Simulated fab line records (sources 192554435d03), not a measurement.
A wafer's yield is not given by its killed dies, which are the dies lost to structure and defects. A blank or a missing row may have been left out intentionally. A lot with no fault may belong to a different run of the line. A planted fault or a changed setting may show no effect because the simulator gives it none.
Chamber matching -- flow n5Finfet -- N5_MIM_TOP_ALD_00 on aldHk-01: 4 sister chambers
The step deposits Al2O3, purge time 3 s, co reactant pulse time 3 s. 14 wafers are shown with their chamber, then 7 later ones without.

EACH WAFER AND ITS CHAMBER
wafer,chamber,precursorPulseHeightRel
L076.3,3,1.007
L076.4,1,1.008
L076.6,2,0.988
L081.2,1,1.025
L081.4,3,1.026
L081.6,0,0.992
L085.1,0,1.019
L085.2,2,0.997
L085.3,1,1.030
L085.4,3,1.008
L085.5,3,0.983
L085.6,0,0.983
L089.4,0,0.973
L089.5,3,0.978

SIGNATURES (means of the wafers above)
reading,chamber 0,chamber 1,chamber 2,chamber 3,scatter within a chamber
precursorPulseHeightRel,0.99175,1.02100,0.99250,1.00040,0.0174
Rule: a wafer lies at a distance from a chamber equal to the root of the sum of squares, over the readings, of (its reading less the chamber's mean, divided by the reading's scatter). If the next closest chamber is less than 2 further off than the closest, the wafer can't be placed; otherwise it belongs to the closest. The scatter is the square root of a quotient: the sum, over the shown wafers, of each reading's squared deviation from its chamber's mean, divided by wafers minus chambers.

WAFERS WITHOUT THEIR CHAMBER
wafer,precursorPulseHeightRel
L089.6,1.006
L093.1,1.005
L093.2,0.995
L093.3,1.027
L093.4,0.968
L093.5,1.004
L093.6,0.963

CHAMBER TAKEN BY EACH
wafer,from the rows above,in truth
L089.6,can't be placed: 3 or 2 or 0 or 1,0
L093.1,can't be placed: 3 or 2 or 0 or 1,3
L093.2,can't be placed: 2 or 0 or 3 or 1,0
L093.3,can't be placed: 1 or 3 or 2 or 0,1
L093.4,can't be placed: 0 or 2 or 3 or 1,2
L093.5,can't be placed: 3 or 2 or 0 or 1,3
L093.6,can't be placed: 0 or 2 or 3 or 1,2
Correct placement for 0 of the 7. Can't be placed from these rows: 7 (the true chamber is among the candidates in 7). Wrongly placed: 0.
